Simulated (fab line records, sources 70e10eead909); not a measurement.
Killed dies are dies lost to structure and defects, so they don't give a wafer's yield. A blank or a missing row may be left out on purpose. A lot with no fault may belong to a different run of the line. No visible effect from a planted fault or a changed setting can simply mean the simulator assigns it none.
Chamber matching || flow nand harc || pecvd-02 running NHARC_P_CONTACT_DEP_30: 3 sister chambers
The step deposits SiNx, target thk 30 nm. 16 wafers are shown with their chamber, then 8 later ones without.

== WAFERS, EACH WITH ITS CHAMBER ==
{"wafer": "L075.1", "chamber": 0, "heater power w (W)": 829}
{"wafer": "L075.2", "chamber": 1, "heater power w (W)": 838}
{"wafer": "L075.4", "chamber": 2, "heater power w (W)": 576}
{"wafer": "L076.3", "chamber": 0, "heater power w (W)": 789}
{"wafer": "L076.5", "chamber": 2, "heater power w (W)": 543}
{"wafer": "L076.6", "chamber": 1, "heater power w (W)": 762}
{"wafer": "L081.2", "chamber": 1, "heater power w (W)": 857}
{"wafer": "L081.3", "chamber": 1, "heater power w (W)": 872}
{"wafer": "L081.6", "chamber": 0, "heater power w (W)": 774}
{"wafer": "L085.2", "chamber": 0, "heater power w (W)": 783}
{"wafer": "L085.3", "chamber": 1, "heater power w (W)": 770}
{"wafer": "L085.4", "chamber": 0, "heater power w (W)": 769}
{"wafer": "L089.1", "chamber": 0, "heater power w (W)": 851}
{"wafer": "L089.2", "chamber": 1, "heater power w (W)": 889}
{"wafer": "L089.4", "chamber": 1, "heater power w (W)": 872}
{"wafer": "L090.2", "chamber": 0, "heater power w (W)": 904}

SIGNATURES, as means of the wafers listed above
{"reading": "heater power w", "chamber 0": 814.14, "chamber 1": 837.14, "chamber 2": 559.50, "scatter within a chamber": 48.9}
Rule: a wafer's distance from a chamber is the root of the sum, over the readings, of the square of ((its reading less the chamber's mean) divided by the reading's scatter). The wafer belongs to the nearest chamber; if the next one is less than 2 further off, it can't be placed. The scatter is the square root of a quotient: the sum, over the shown wafers, of each reading's squared deviation from its chamber's mean, divided by wafers minus chambers.

== WAFERS WITHOUT THEIR CHAMBER ==
{"wafer": "L090.3", "heater power w (W)": 836}
{"wafer": "L090.6", "heater power w (W)": 833}
{"wafer": "L094.3", "heater power w (W)": 889}
{"wafer": "L094.4", "heater power w (W)": 888}
{"wafer": "L094.5", "heater power w (W)": 548}
{"wafer": "L096.3", "heater power w (W)": 908}
{"wafer": "L096.4", "heater power w (W)": 909}
{"wafer": "L096.5", "heater power w (W)": 573}

== EACH ONE'S CHAMBER ==
{"wafer": "L090.3", "from the rows above": "can't be placed: 1 or 0", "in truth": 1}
{"wafer": "L090.6", "from the rows above": "can't be placed: 1 or 0", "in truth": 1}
{"wafer": "L094.3", "from the rows above": "can't be placed: 1 or 0", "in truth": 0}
{"wafer": "L094.4", "from the rows above": "can't be placed: 1 or 0", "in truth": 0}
{"wafer": "L094.5", "from the rows above": 2, "in truth": 2}
{"wafer": "L096.3", "from the rows above": "can't be placed: 1 or 0", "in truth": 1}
{"wafer": "L096.4", "from the rows above": "can't be placed: 1 or 0", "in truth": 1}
{"wafer": "L096.5", "from the rows above": 2, "in truth": 2}
Correct placement for 2 of the 8. Can't be placed from these rows: 6 (the true chamber is among the candidates in 6). Number placed wrongly: 0.
